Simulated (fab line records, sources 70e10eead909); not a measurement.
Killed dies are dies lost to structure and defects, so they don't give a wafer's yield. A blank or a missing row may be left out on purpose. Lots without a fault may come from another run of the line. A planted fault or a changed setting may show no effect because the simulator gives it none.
A struck lot beside a sound one | flow nand_harc | 15 steps out of a route of 1159
Sound: wafers L355.1, L355.2, L355.6. Struck: wafers L363.3, L363.5. (L363.4 of the same lot was not struck and is left out.) The cause comes at the end.
At each step with rows: each side's tool, then ch and its chambers, then its first start. Under that, the readings that differ: sound wafers | struck wafers | difference of the means | sigmas: that difference in standard deviations of wafers without a fault.
alike: readings whose means differ by less than 2 such deviations, and words and numbers that are the same on both sides. not compared: withheld readings, readings that some wafer has no value for, bounds like >300 that may hide the same value, and numbers for which the record gives no deviation and whose values overlap.
The two part at a step that has a row with sigmas, a row that says differs or no value, or rows on one side only. Numbers that don't overlap but have no deviation are shown without sigmas and don't part them. A reading that every wafer of one side lacks parts them only if that side has two wafers or more.

first, 1 step without rows for these wafers: NHARC_A_CHANNEL_HOLE_D1_STRIP_43 (strips in O2/COS).
NHARC_A_CHANNEL_HOLE_D1_ETCH_44: etches the open film in CF4/O2, target depth 140 nm, overetch 14 nm, time 77 s.
  sound on rie_diel-10 ch 0,3, day 11 16:23; struck on rie_diel-01 ch 2, day 13 03:05
  reading                     | sound       | struck  | difference | sigmas
  drypump_motor_current_A (A) | 5.5 5.2 5.5 | 6.7 6.7 | +1.3       | +2
  alike: oes_f_703_au, oes_product_au, rf_vpp_V, showerhead_plenum_p_Torr, throttle_valve_pct
  not compared: rf_hours_counter_h
NHARC_A_CHANNEL_HOLE_D1_STRIP_27: strips in O2.
  sound on rie_diel-10 ch 0,1,2; struck on rie_diel-01 ch 0,3
  alike: drypump_motor_current_A, oes_product_au, rf_vpp_V, showerhead_plenum_p_Torr, throttle_valve_pct
  not compared: rf_hours_counter_h
then, 2 steps without rows for these wafers: NHARC_A_CHANNEL_HOLE_D1_PRECLEAN_28 (cleans in SC1); NHARC_A_CHANNEL_HOLE_D1_SRD_29.
NHARC_A_CHANNEL_HOLE_D1_CD_MEAS_30:
  sound on cd_sem-03, day 11 17:10; struck on cd_sem-01, day 13 03:53
  alike: cd_nm
then, 1 step without rows for these wafers: NHARC_A_CHANNEL_HOLE_D1_XSEM_31.
NHARC_A_CHANNEL_HOLE_D1_INSPECT_40:
  sound on defect_inspect-02, day 11 17:22; struck on defect_inspect-02, day 13 04:05
  alike: raw_defect_count
then, 2 steps without rows for these wafers: NHARC_A_CHANNEL_FILL_D1_PRECLEAN_00 (cleans in SC1); NHARC_A_CHANNEL_FILL_D1_SRD_01.
NHARC_A_CHANNEL_FILL_D1_ALD_02: deposits SiO2, target thk 6 nm, pulse time 10 s, ald cycles 60.
  sound on ald_hk-04 ch 2,3, day 11 17:59; struck on ald_hk-04 ch 0, day 13 04:23
  alike: heater_power_w, precursor_pulse_height_rel
  not compared: ald_cycles
NHARC_A_CHANNEL_FILL_D1_ALD_03: deposits SiNx, target thk 6 nm, pulse time 60 s, ald cycles 58.
  sound on ald_sin_batch-02 ch 0; struck on ald_sin_batch-03 ch 0
  reading                      | sound             | struck      | difference | sigmas
  chamber_pressure_Torr (Torr) | 1.989 1.995 2.000 | 2.007 2.004 | +0.011     | +2
  alike: precursor_pulse_height_rel
  not compared: ald_cycles
NHARC_A_CHANNEL_FILL_D1_ALD_14: deposits SiO2, target thk 2.5 nm, pulse time 10 s, ald cycles 25.
  sound on ald_hk-04 ch 2,3, day 12 00:40; struck on ald_hk-04 ch 3, day 13 11:28
  reading    | sound    | struck | difference | sigmas
  ald_cycles | 25 25 25 | 29 29  | +4         |
  alike: heater_power_w, precursor_pulse_height_rel
NHARC_A_CHANNEL_FILL_D1_ALD_15: deposits SiNx, target thk 2 nm, pulse time 60 s, ald cycles 19.
  sound on ald_sin_batch-03 ch 0; struck on ald_sin_batch-01 ch 0
  alike: chamber_pressure_Torr, precursor_pulse_height_rel
  not compared: ald_cycles
-- the record jumps here: 11 days lie between the struck wafers' starts before and after (it left off in module A_CHANNEL_FILL_D1 and takes up again in module END, whose first step shown is number 1159 of the route) --
NHARC_END_SORT_01:
  the record has rows for the struck wafers here (prober-02 ch 0, day 24 09:44) and none for the sound ones

WHERE THEY PART
First at NHARC_A_CHANNEL_HOLE_D1_ETCH_44; last, within this record, at NHARC_END_SORT_01.

WHY: what the simulator had put in
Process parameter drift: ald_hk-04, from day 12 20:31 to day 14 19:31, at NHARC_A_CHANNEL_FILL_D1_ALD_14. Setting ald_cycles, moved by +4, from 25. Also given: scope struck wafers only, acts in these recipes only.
